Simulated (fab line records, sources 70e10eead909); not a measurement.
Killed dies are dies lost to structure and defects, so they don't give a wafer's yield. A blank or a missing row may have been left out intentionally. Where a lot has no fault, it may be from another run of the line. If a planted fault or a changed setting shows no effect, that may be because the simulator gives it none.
fab line records ; flow nandHarc
record lots=6; wafers=18; lastDay=32
route steps=1302 shown P_ZERO_WELL@53 P_STI@69 END@1302
lots with no fault: from the same line, run without faults
startH: start of the lot's first displayed wafer, in hours after the record's first day ; waitH: how many hours have passed since the lot's step before this one ; " unchanged from the row above ; L1.1+2: a row that stands for several wafers ; - value missing, or start not given ; * or withheld: withheld ; < > ~ a bound
route shown NAME@n: names a module that has steps shown in the file, with the first one's number in the route ; usual: mean/standard deviation taken from wafers without a fault ; same: alike in all rows ; chamber/n: place in a boat ; sites: the reading at each site ; _std_site: the values' standard deviation ; _edge_site: mean of outer sites minus mean of inner sites ; radiusMm: for every site, how far away it sits from the centre of the wafer ; mask NAME#n: copy n ; behind: the last tool/chamber to shape the wafer ; hold: why the lot went on hold/how many hours it stayed there/how the hold came to an end ; device: transistor that didn't switch, given as n, p or np ; end of line: tests run on the same wafers once the route is complete ; a step with no rows: only its recipe ; killed: count of dies lost to structure and defects at first sort (not the wafer's yield) ; map: the dies of a wafer, with x for killed, . for not killed, _ for no die there
set.NAME: setting as actually run; set.NAME@STEP: the setting as run at that earlier step ; model.NAME: the simulator's own value behind a step, which no gauge read
lots at selected steps of the route; one table per step, one row per wafer
services: the hour from which a tool's chamber was out of use, counted from the record's first day as startH (under 0 if before that day), plus the number of hours and why
## steps
# step NHARC_P_ZERO_WELL_COAT_46
# recipe spinRpm=withheld
# step NHARC_P_ZERO_WELL_SOFTBAKE_47
# recipe tempC=122; timeS=95
# step NHARC_P_ZERO_WELL_EBR_48
# step NHARC_P_ZERO_WELL_EXPOSE_49
# recipe na=0.6; targetCdNm=2000; doseMj=22.64; maskId=P_HVPW
# step NHARC_P_ZERO_WELL_PEB_50
# recipe pebTempC=118; pebTimeS=85
# step NHARC_P_ZERO_WELL_DEVELOP_51
# recipe timeS=70
# step NHARC_P_ZERO_WELL_CD_MEAS_52
# recipe targetCdNm=2000; landingEnergyEv=500
# usual cdNm=1999.7/2
lot.wafer;tool;chamber;startH;waitH;cdNm
L880.1;cdSem-02;0;25.66;-;1999.7
L880.3;cdSem-02;0;25.66;-;1998.2
L880.4;cdSem-02;0;25.66;-;1999.9
L883.1;cdSem-02;0;55.61;-;2000.8
L883.4;cdSem-02;0;55.61;-;2000.8
L883.5;cdSem-02;0;55.61;-;1999.6
L887.2;cdSem-03;0;99.67;-;1996.9
L887.3;cdSem-03;0;99.67;-;1997.8
L887.5;cdSem-03;0;99.67;-;1998.9
L889.4;cdSem-03;0;115.75;-;1999.0
L889.5;cdSem-03;0;115.75;-;1997.4
L889.6;cdSem-03;0;115.75;-;1995.6
L896.1;cdSem-03;0;185.98;-;1998.6
L896.4;cdSem-03;0;185.98;-;1996.3
L896.5;cdSem-03;0;185.98;-;2000.8
L901.1;cdSem-02;0;237.51;-;1996.6
L901.4;cdSem-02;0;237.51;-;1999.5
L901.5;cdSem-02;0;237.51;-;1999.8
# step NHARC_P_ZERO_WELL_HARDBAKE_53
# recipe tempC=125; timeS=80
# step NHARC_P_ZERO_WELL_DESCUM_54
# recipe timeS=3; o2FlowSccm=200; arFlowSccm=0; biasPowerW=0; chemistry=O2
# usual drypumpMotorCurrentA=5.6/0.64; oesProductAu=1.003/0.011; rfVppV=57.7/0.88; showerheadPlenumPTorr=1.90/0.066; throttleValvePct=11.310/0.0091
# same timeS=3
lot.wafer;tool;chamber;startH;waitH;drypumpMotorCurrentA;oesProductAu;rfHoursCounterH;rfVppV;showerheadPlenumPTorr;throttleValvePct
L880.4;rieDiel-01;0;25.82;-;5.5;0.994;51;56.9;1.95;11.326
L880.3;rieDiel-01;2;25.82;-;5.7;0.995;47;57.5;1.94;11.314
L880.1;rieDiel-01;3;25.82;-;4.9;1.009;55;57.9;1.85;11.317
L883.4;rieDiel-01;1;55.77;-;6.7;1.022;7;58.1;1.97;11.316
L883.1;rieDiel-01;3;55.77;-;4.9;1.002;5;56.8;1.85;11.325
L883.5;rieDiel-01;1;55.77;-;6.7;1.016;-;57.6;1.97;11.299
L887.3;rieDiel-06;1;99.83;-;5.5;1.003;49;56.7;1.99;11.311
L887.2;rieDiel-06;2;99.83;-;5.0;1.019;49;58.3;1.92;11.305
L887.5;rieDiel-06;3;99.83;-;6.4;1.018;-;56.1;1.81;11.283
L889.4;rieDiel-05;1;115.91;-;4.8;1.000;18;58.4;1.86;11.301
L889.6;rieDiel-05;1;115.91;-;4.8;0.991;-;58.1;1.86;11.303
L889.5;rieDiel-05;2;115.91;-;6.4;0.997;-;57.4;1.87;11.307
L896.1;rieDiel-06;3;186.16;-;6.5;1.006;19;56.0;1.80;11.306
L896.4;rieDiel-06;0;186.16;-;5.6;1.008;16;57.7;2.02;11.306
L896.5;rieDiel-06;1;186.16;-;5.5;0.989;-;57.4;1.98;11.310
L901.4;rieDiel-01;2;237.88;-;5.7;0.992;9;58.6;1.92;11.313
L901.1;rieDiel-01;3;237.88;-;4.9;0.999;11;57.9;1.83;11.302
L901.5;rieDiel-01;2;237.88;-;5.7;0.994;-;56.5;1.92;11.318
# step NHARC_P_ZERO_WELL_IMPLANT_55
# recipe energyKev=180; doseCm2=8e+11; tiltDeg=7
# step NHARC_P_ZERO_WELL_IMPLANT_61
# recipe energyKev=30; doseCm2=5e+11; tiltDeg=7
# step NHARC_P_ZERO_WELL_STRIP_56
# recipe timeS=840; tempC=130; chemistry=SPM
# step NHARC_P_ZERO_WELL_PRECLEAN_68
# recipe timeS=60; tempC=50; bathAgeMin=0; chemistry=SC1
# same bathAgeMin=0; timeS=60
lot.wafer;tool;chamber;startH;waitH
L880.4+1+3;wetBench-03;0,2,3;26.43;-
L883.4+5+1;wetBench-01;6,7,1;56.37;-
L887.3+5+2;wetBench-03;2,4,7;100.44;-
L889.4+6+5;wetBench-03;7,1,2;116.50;-
L896.5+1+4;wetBench-05;5,0,1;186.73;-
L901.4+5+1;wetBench-01;6,0,1;238.46;-
# step NHARC_P_ZERO_WELL_SRD_69
# step NHARC_P_ZERO_WELL_RTA_42
# recipe tempC=1100; timeS=300
# usual lampPowerPct=35.7/2.9; wafer_temp_C_max=1105.7/1.2
# same timeS=300
lot.wafer;tool;chamber;startH;waitH;lampPowerPct;wafer_temp_C_max
L880.1;rtpAnneal-02;0;26.80;-;38.9;1104.3
L880.3;rtpAnneal-02;0;26.80;-;38.9;1103.6
L880.4;rtpAnneal-02;0;26.80;-;38.8;1107.3
L883.1;rtpAnneal-02;0;56.75;-;38.8;1104.1
L883.4;rtpAnneal-02;0;56.75;-;38.8;1104.1
L883.5;rtpAnneal-02;0;56.75;-;38.9;1104.6
L887.2;rtpAnneal-01;0;100.94;-;32.9;1106.1
L887.3;rtpAnneal-01;0;100.94;-;33.0;1104.7
L887.5;rtpAnneal-01;0;100.94;-;32.9;1104.3
L889.4;rtpAnneal-01;0;117.21;-;32.9;1106.3
L889.5;rtpAnneal-01;0;117.21;-;33.0;1106.2
L889.6;rtpAnneal-01;0;117.21;-;33.0;1105.5
L896.1;rtpAnneal-02;0;187.12;-;38.8;1104.7
L896.4;rtpAnneal-02;0;187.12;-;38.8;1105.1
L896.5;rtpAnneal-02;0;187.12;-;38.8;1105.1
L901.1;rtpAnneal-02;0;238.85;-;38.7;1103.9
L901.4;rtpAnneal-02;0;238.85;-;38.7;1105.9
L901.5;rtpAnneal-02;0;238.85;-;38.8;1103.7
# step NHARC_P_ZERO_WELL_INSPECT_43
# usual rawDefectCount=13/5.4
lot.wafer;tool;chamber;startH;waitH;rawDefectCount
L880.1;defectInspect-01;-;27.48;0.6;10
L880.3;defectInspect-01;-;27.48;0.6;8
L880.4;defectInspect-01;-;27.48;0.6;8
L883.1;defectInspect-02;-;57.42;0.6;10
L883.4;defectInspect-02;-;57.42;0.6;11
L883.5;defectInspect-02;-;57.42;0.6;9
L887.2;defectInspect-02;-;101.51;0.5;610
L887.3;defectInspect-02;-;101.51;0.5;643
L887.5;defectInspect-02;-;101.51;0.5;649
L889.4;defectInspect-02;-;117.57;0.2;617
L889.5;defectInspect-02;-;117.57;0.2;655
L889.6;defectInspect-02;-;117.57;0.2;651
L896.1;defectInspect-01;-;187.78;0.6;14
L896.4;defectInspect-01;-;187.78;0.6;14
L896.5;defectInspect-01;-;187.78;0.6;6
L901.1;defectInspect-02;-;239.52;0.6;17
L901.4;defectInspect-02;-;239.52;0.6;15
L901.5;defectInspect-02;-;239.52;0.6;23
# step NHARC_P_STI_ETCH_26
# recipe targetDepthA=110; chemistry=dHF; material=SiO2
# step NHARC_P_STI_PRECLEAN_27
# recipe timeS=*; tempC=50; bathAgeMin=0; chemistry=SC1
# step NHARC_P_STI_SRD_28
# step NHARC_P_STI_OXIDE_29
# recipe targetThkA=100; tempC=900; oxTimeS=1362; material=SiO2
# step NHARC_P_STI_HM_DEP_30
# recipe targetThkA=800; tempC=790; pressureMtorr=300; timeS=873; material=Si3N4
# step NHARC_P_STI_DEHYDRATE_01
# recipe tempC=150; timeS=120
# step NHARC_P_STI_HMDS_02
# recipe timeS=30
# step NHARC_P_STI_COAT_41
# recipe tempC=200; timeS=65
# step NHARC_P_STI_COAT_03
# recipe spinRpm=2000; resistThkNm=600
# step NHARC_P_STI_SOFTBAKE_04
# recipe tempC=125; timeS=70
# step NHARC_P_STI_EBR_05
# step NHARC_P_STI_EXPOSE_06
# recipe na=0.55; targetCdNm=200; doseMj=37.69; maskId=P_STI
# step NHARC_P_STI_PEB_07
# recipe pebTempC=128; pebTimeS=80
# step NHARC_P_STI_DEVELOP_08
# recipe timeS=50; devTempC=22
# step NHARC_P_STI_CD_MEAS_09
# recipe targetCdNm=200; landingEnergyEv=500
# usual cdNm=200.2/2.1
lot.wafer;tool;chamber;startH;waitH;cdNm
L880.1;cdSem-03;0;40.77;-;200.2
L880.3;cdSem-03;0;40.77;-;200.5
L880.4;cdSem-03;0;40.77;-;202.2
L883.1;cdSem-03;0;72.40;-;198.3
L883.4;cdSem-03;0;72.40;-;198.2
L883.5;cdSem-03;0;72.40;-;196.7
L887.2;cdSem-01;0;116.76;-;204.1
L887.3;cdSem-01;0;116.76;-;203.0
L887.5;cdSem-01;0;116.76;-;200.2
L889.4;cdSem-03;0;132.88;-;202.8
L889.5;cdSem-03;0;132.88;-;201.5
L889.6;cdSem-03;0;132.88;-;204.0
L896.1;cdSem-01;0;202.73;-;201.9
L896.4;cdSem-01;0;202.73;-;201.4
L896.5;cdSem-01;0;202.73;-;201.8
L901.1;cdSem-02;0;255.18;-;198.9
L901.4;cdSem-02;0;255.18;-;201.6
L901.5;cdSem-02;0;255.18;-;201.1
# step NHARC_P_STI_OVL_MEAS_10
# usual overlayXNm=0/4.6; overlayYNm=2/6.2
lot.wafer;tool;chamber;startH;waitH;overlayXNm;overlayYNm
L880.1;overlay-02;-;40.86;-;8;2
L880.3;overlay-02;-;40.86;-;8;3
L880.4;overlay-02;-;40.86;-;8;2
L883.1;overlay-02;-;72.49;-;-3;5
L883.4;overlay-02;-;72.49;-;-3;5
L883.5;overlay-02;-;72.49;-;-3;4
L887.2;overlay-02;-;116.85;-;-8;-4
L887.3;overlay-02;-;116.85;-;-8;-4
L887.5;overlay-02;-;116.85;-;-8;-4
L889.4;overlay-02;-;132.97;-;-1;3
L889.5;overlay-02;-;132.97;-;-2;4
L889.6;overlay-02;-;132.97;-;-1;4
L896.1;overlay-01;-;202.82;-;-4;7
L896.4;overlay-01;-;202.82;-;-4;7
L896.5;overlay-01;-;202.82;-;-3;6
L901.1;overlay-01;-;255.27;-;-5;-17
L901.4;overlay-01;-;255.27;-;-5;-17
L901.5;overlay-01;-;255.27;-;-5;-16
# step NHARC_P_STI_INSPECT_11
# usual rawDefectCount=5.7/2.9
lot.wafer;tool;chamber;startH;waitH;rawDefectCount
L880.1;defectInspect-01;-;40.90;0.0;15
L880.3;defectInspect-01;-;40.90;0.0;7
L880.4;defectInspect-01;-;40.90;0.0;7
L883.1;defectInspect-02;-;72.53;0.0;4
L883.4;defectInspect-02;-;72.53;0.0;4
L883.5;defectInspect-02;-;72.53;0.0;6
L887.2;defectInspect-02;-;116.89;0.0;597
L887.3;defectInspect-02;-;116.89;0.0;645
L887.5;defectInspect-02;-;116.89;0.0;644
L889.4;defectInspect-02;-;133.00;0.0;598
L889.5;defectInspect-02;-;133.00;0.0;645
L889.6;defectInspect-02;-;133.00;0.0;627
L896.1;defectInspect-02;-;202.85;0.0;5
L896.4;defectInspect-02;-;202.85;0.0;8
L896.5;defectInspect-02;-;202.85;0.0;1
L901.1;defectInspect-01;-;255.31;0.0;8
L901.4;defectInspect-01;-;255.31;0.0;6
L901.5;defectInspect-01;-;255.31;0.0;5
# step NHARC_P_STI_HARDBAKE_13
# recipe tempC=118; timeS=65
# step NHARC_END_SORT_01
# recipe tempC=25
# usual killedAtArray=53/19; killedAtOther=0.7/1.1; killedAtPeriphery=4.2/2.7; killedDies=58/18; killedOpen=3.1/1.9; killedShort=2.5/1.6
# same grossDies=677
lot.wafer;tool;chamber;startH;waitH;killedAtArray;killedAtOther;killedAtPeriphery;killedDies;killedOpen;killedShort
L880.1;prober-02;0;542.82;2.5;59;0;8;67;3;3
L880.3;prober-02;0;544.44;3.1;55;0;2;57;2;2
L880.4;prober-02;0;545.25;3.4;60;0;1;61;1;2
L883.1;prober-01;0;587.03;2.5;19;0;13;32;6;3
L883.4;prober-01;0;589.43;3.4;24;0;11;35;6;0
L883.5;prober-01;0;590.23;3.7;25;1;6;32;7;1
L887.2;prober-01;0;637.13;2.8;56;0;83;139;4;2
L887.3;prober-01;0;637.93;3.1;62;0;81;143;2;0
L887.5;prober-01;0;639.51;3.7;57;0;41;98;3;2
L889.4;prober-01;0;654.36;3.4;53;2;93;148;3;5
L889.5;prober-01;0;655.17;3.7;50;0;85;135;0;3
L889.6;prober-01;0;655.98;4.0;48;0;97;145;2;4
L896.1;prober-01;0;708.26;2.5;46;0;7;53;4;1
L896.4;prober-01;0;710.65;3.4;58;1;3;62;7;2
L896.5;prober-01;0;711.44;3.7;51;0;3;54;1;2
L901.1;prober-01;0;761.57;2.5;49;0;5;54;6;3
L901.4;prober-01;0;763.99;3.4;77;0;0;77;4;0
L901.5;prober-01;0;764.80;3.7;75;1;3;79;8;7
# killed by level:class
L880.1 A_CHANNEL_HOLE_D2:chamberFilmFlake=26 A_CHANNEL_HOLE_D1:chamberFilmFlake=20 A_CONTACT:chamberFilmFlake=5 P_GATE:chamberFilmFlake=3 P_CONTACT:chamberFilmFlake=3 A_SGD_CUT:geometricParticle:short=2 A_STAIRCASE:chamberFilmFlake=2 P_M0:geometricParticle:open=1
L880.3 A_CHANNEL_HOLE_D2:chamberFilmFlake=28 A_CHANNEL_HOLE_D1:chamberFilmFlake=16 A_CONTACT:chamberFilmFlake=5 P_GATE:geometricParticle:open=1 A_ONON_D1:geometricParticle:open=1 A_ONON_D1:geometricParticle:short=1 A_ONON_D2:geometricParticle:short=1 P_CONTACT:chamberFilmFlake=1
L880.4 A_CHANNEL_HOLE_D1:chamberFilmFlake=29 A_CHANNEL_HOLE_D2:chamberFilmFlake=19 A_CONTACT:chamberFilmFlake=6 A_ONON_D1:geometricParticle:short=1 A_CHANNEL_FILL_D1:geometricParticle:open=1 A_WL_FILL:geometricParticle:short=1 P_CONTACT:chamberFilmFlake=1 A_STAIRCASE:chamberFilmFlake=1
L883.1 P_GATE:chamberFilmFlake=9 A_CHANNEL_HOLE_D2:chamberFilmFlake=4 A_CONTACT:chamberFilmFlake=3 A_CHANNEL_HOLE_D1:chamberFilmFlake=2 A_WL_FILL:chamberFilmFlake=2 P_CONTACT:geometricParticle:open=1 P_CONTACT:geometricParticle:short=1 P_M2:geometricParticle:open=1
L883.4 A_CHANNEL_HOLE_D2:chamberFilmFlake=11 P_GATE:chamberFilmFlake=8 A_CONTACT:chamberFilmFlake=3 A_CHANNEL_FILL_D2:geometricParticle:open=2 A_CHANNEL_HOLE_D1:chamberFilmFlake=2 A_STAIRCASE:chamberFilmFlake=2 A_WL_FILL:chamberFilmFlake=2 P_M0:geometricParticle:open=1
L883.5 A_CHANNEL_HOLE_D2:chamberFilmFlake=7 A_CONTACT:chamberFilmFlake=6 A_STAIRCASE:chamberFilmFlake=5 P_GATE:chamberFilmFlake=3 A_WL_FILL:chamberFilmFlake=2 P_GATE:geometricParticle:open=1 P_CONTACT:geometricParticle:open=1 P_M0:geometricParticle:open=1
L887.2 P_ZERO_WELL:unspecified=81 A_SLIT:chamberFilmFlake=25 A_CHANNEL_HOLE_D2:chamberFilmFlake=16 A_STAIRCASE:chamberFilmFlake=3 A_BLC:geometricParticle:open=2 A_CHANNEL_HOLE_D1:chamberFilmFlake=2 A_CONTACT:chamberFilmFlake=2 A_BLC:chamberFilmFlake=2
L887.3 P_ZERO_WELL:unspecified=80 A_CHANNEL_HOLE_D2:chamberFilmFlake=30 A_SLIT:chamberFilmFlake=26 A_CONTACT:chamberFilmFlake=4 P_CONTACT:geometricParticle:open=1 A_BLC:geometricParticle:open=1 A_CHANNEL_HOLE_D1:chamberFilmFlake=1
L887.5 P_ZERO_WELL:unspecified=39 A_SLIT:chamberFilmFlake=25 A_CHANNEL_HOLE_D2:chamberFilmFlake=19 A_CHANNEL_HOLE_D1:chamberFilmFlake=4 A_CONTACT:chamberFilmFlake=3 A_ONON_D1:geometricParticle:open=2 A_ONON_D1:geometricParticle:short=1 A_ONON_D2:geometricParticle:short=1
L889.4 P_ZERO_WELL:unspecified=87 A_SLIT:chamberFilmFlake=27 A_CHANNEL_HOLE_D2:chamberFilmFlake=15 A_CHANNEL_HOLE_D1:chamberFilmFlake=3 A_WL_FILL:chamberFilmFlake=3 P_CONTACT:chamberFilmFlake=2 THIN_TSV:chamberFilmFlake=2 P_STI:geometricParticle:open=1
L889.5 P_ZERO_WELL:unspecified=81 A_SLIT:chamberFilmFlake=25 A_CHANNEL_HOLE_D2:chamberFilmFlake=13 A_CHANNEL_FILL_D1:chamberFilmFlake=4 P_GATE:chamberFilmFlake=2 A_CHANNEL_HOLE_D1:chamberFilmFlake=2 A_WL_FILL:chamberFilmFlake=2 P_CONTACT:geometricParticle:short=1
L889.6 P_ZERO_WELL:unspecified=93 A_SLIT:chamberFilmFlake=30 A_WL_FILL:chamberFilmFlake=5 A_CHANNEL_HOLE_D2:chamberFilmFlake=4 A_CHANNEL_HOLE_D1:chamberFilmFlake=3 A_STAIRCASE:chamberFilmFlake=2 P_GATE:geometricParticle:short=1 P_GATE:geometricParticle:open=1
L896.1 A_SLIT:chamberFilmFlake=26 A_CHANNEL_HOLE_D1:chamberFilmFlake=9 P_M1:chamberFilmFlake=5 A_ZERO_WELL:chamberFilmFlake=3 A_CONTACT:chamberFilmFlake=3 P_STI:chamberFilmFlake=2 A_CHANNEL_FILL_D2:geometricParticle:open=1 A_WL_FILL:geometricParticle:short=1
L896.4 A_SLIT:chamberFilmFlake=22 A_CHANNEL_HOLE_D1:chamberFilmFlake=13 A_STAIRCASE:chamberFilmFlake=5 A_CONTACT:chamberFilmFlake=4 A_DECK1_JOINT:chamberFilmFlake=2 A_CHANNEL_FILL_D2:chamberFilmFlake=2 P_CONTACT:geometricParticle:open=1 A_ONON_D1:geometricParticle:open=1
L896.5 A_SLIT:chamberFilmFlake=26 A_CHANNEL_HOLE_D1:chamberFilmFlake=11 A_CONTACT:chamberFilmFlake=5 A_CHANNEL_FILL_D1:chamberFilmFlake=2 A_STAIRCASE:chamberFilmFlake=2 A_CHANNEL_FILL_D1:geometricParticle:short=1 A_WL_FILL:geometricParticle:short=1 A_M1:geometricParticle:open=1
L901.1 A_SLIT:chamberFilmFlake=17 A_CHANNEL_HOLE_D2:chamberFilmFlake=13 A_CHANNEL_HOLE_D1:chamberFilmFlake=6 A_CONTACT:chamberFilmFlake=3 A_CHANNEL_FILL_D2:geometricParticle:short=2 P_ZERO_WELL:chamberFilmFlake=2 A_STAIRCASE:chamberFilmFlake=2 P_GATE:geometricParticle:open=1
L901.4 A_SLIT:chamberFilmFlake=38 A_CHANNEL_HOLE_D2:chamberFilmFlake=18 A_CHANNEL_HOLE_D1:chamberFilmFlake=7 A_CONTACT:chamberFilmFlake=5 A_STAIRCASE:chamberFilmFlake=4 A_ONON_D1:geometricParticle:open=1 A_CHANNEL_FILL_D2:geometricParticle:open=1 A_STAIRCASE:geometricParticle:open=1
L901.5 A_SLIT:chamberFilmFlake=24 A_CHANNEL_HOLE_D2:chamberFilmFlake=20 A_CHANNEL_HOLE_D1:chamberFilmFlake=11 A_STAIRCASE:chamberFilmFlake=6 A_WL_FILL:geometricParticle:short=3 P_M0:geometricParticle:open=2 A_SOURCE_PLATE:geometricParticle:short=1 A_SOURCE_PLATE:geometricParticle:open=1
# map L887.3 (x killed, . not)
____________.____________
_________...xx.._________
_______......x...._______
______....xxxx.....______
_____......xxxxx.x.._____
____.......xxx.......____
____.........xxx.....____
___...x.....xx.x......___
___.........x.x.......___
__...........xx........__
__x.........x.....x....__
_........x.............._
_......................._
_......................._
_......................._
_......................._
............x............
.........................
.........................
.........................
.........................
_......................._
_.......x.......x......._
_...............xx......_
_.............xxxxxx...._
_.............xxxxx....._
__...........xxxxxx....__
__..........xxxxxxxx...__
___.........xxxxxxxx..___
___....xxxx.xxxxxxxxx.___
____...xxxxxxxxxxxxx.____
____....xxxxxxxxxxxxx____
_____.xxxx.xxxxxxxxx_____
______.xxxxx.xxxxxx______
_______.xxxxxxxxx._______
_________x.....x_________
____________.____________
# map L889.4 (x killed, . not)
____________.____________
_________......._________
_______.......xx.._______
______.......xxx...______
_____......x........_____
____........xxxx....x____
____x........xxx.x...____
___..........x.x...x.x___
___.........x........x___
__............x....xxxx__
__.........x.........xx__
_...................xxxx_
_........x.......x..xxxx_
_...................xxxx_
_.x....x.............xxx_
_........x.............x_
....................x..x.
.........................
.........................
.................x.......
.........................
_......x................_
_.........xxx........x.._
_.........xxx.x........._
_........xxxxxx........._
_......xxxxxxxx........._
__......xxxxxxxxx......__
__....xxxxxxxxxxx.x....__
___.....xxxxxxxxx.....___
___...xxxxxxxxxx......___
____....xxxxxxxx.....____
____....xxxxxxx......____
_____..xxxxxxxx....._____
______..xxxx.x.....______
_______......x...._______
_________...x..x_________
____________.____________
## services
tool;chamber;startH;hours;kind
rieDiel-01;0;6.25;-;clean
rieDiel-01;1;6.25;-;clean
rieDiel-01;2;6.25;-;clean
rieDiel-01;3;6.25;-;clean
rieDiel-05;1;7.63;3.0;repair
rieDiel-05;3;9.23;15.1;repair
rtpAnneal-02;-;12.00;12.0;pm
wetBench-03;-;18.73;4.1;repair
wetBench-05;-;22.98;4.1;repair
rieDiel-01;-;27.26;9.0;pm
rieDiel-01;0;27.26;9.0;ventCycle
wetBench-03;-;34.41;8.0;pm
rieDiel-06;0;40.20;6.9;repair
rieDiel-05;-;52.63;9.0;pm
rieDiel-06;0;66.69;34.7;repair
wetBench-05;-;84.80;8.0;pm
wetBench-01;-;101.60;8.0;pm
rieDiel-06;-;130.25;9.0;pm
rieDiel-01;2;136.15;1.5;repair
wetBench-01;-;154.73;3.2;repair
rieDiel-01;-;204.26;9.0;pm
wetBench-03;-;210.41;8.0;pm
rieDiel-01;2;228.94;4.3;repair
rieDiel-05;-;229.63;9.0;pm
## key
firstSign step=NHARC_P_ZERO_WELL_INSPECT_43; reading=rawDefectCount; direction=up; sigmas=99+; usual=13; struck=638
effect step=NHARC_P_STI_INSPECT_11; reading=rawDefectCount; direction=up; sigmas=99+; usual=5.7; struck=626
effect step=NHARC_END_SORT_01; reading=killedAtPeriphery; direction=up; sigmas=28; usual=4.2; struck=80
moreKillsBornAt NHARC_P_ZERO_WELL_PRECLEAN_68@wetBench-03=461
metAt NHARC_P_ZERO_WELL_PRECLEAN_68
struckWafers L887.2,L887.3,L887.5,L889.4,L889.5,L889.6
testerLeftOut L887,L889
onsetBetween 26.43 100.44
alsoFits NHARC_P_ZERO_WELL_RTA_42:rtpAnneal-01
fault kind=chamberParticleSource; tool=wetBench-03; chamber=-; onsetH=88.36; steps=NHARC_P_ZERO_WELL_PRECLEAN_68; ratePerVisitCm2=0.96422; endH=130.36
# testerLeftOut: of these lots the tester's yield and bins aren't shown, on N5 and GAA mostly nor the transistor test; their killed dies are dies lost to structure and defects alone, not to doping, threshold or leakage, so they don't give the yield
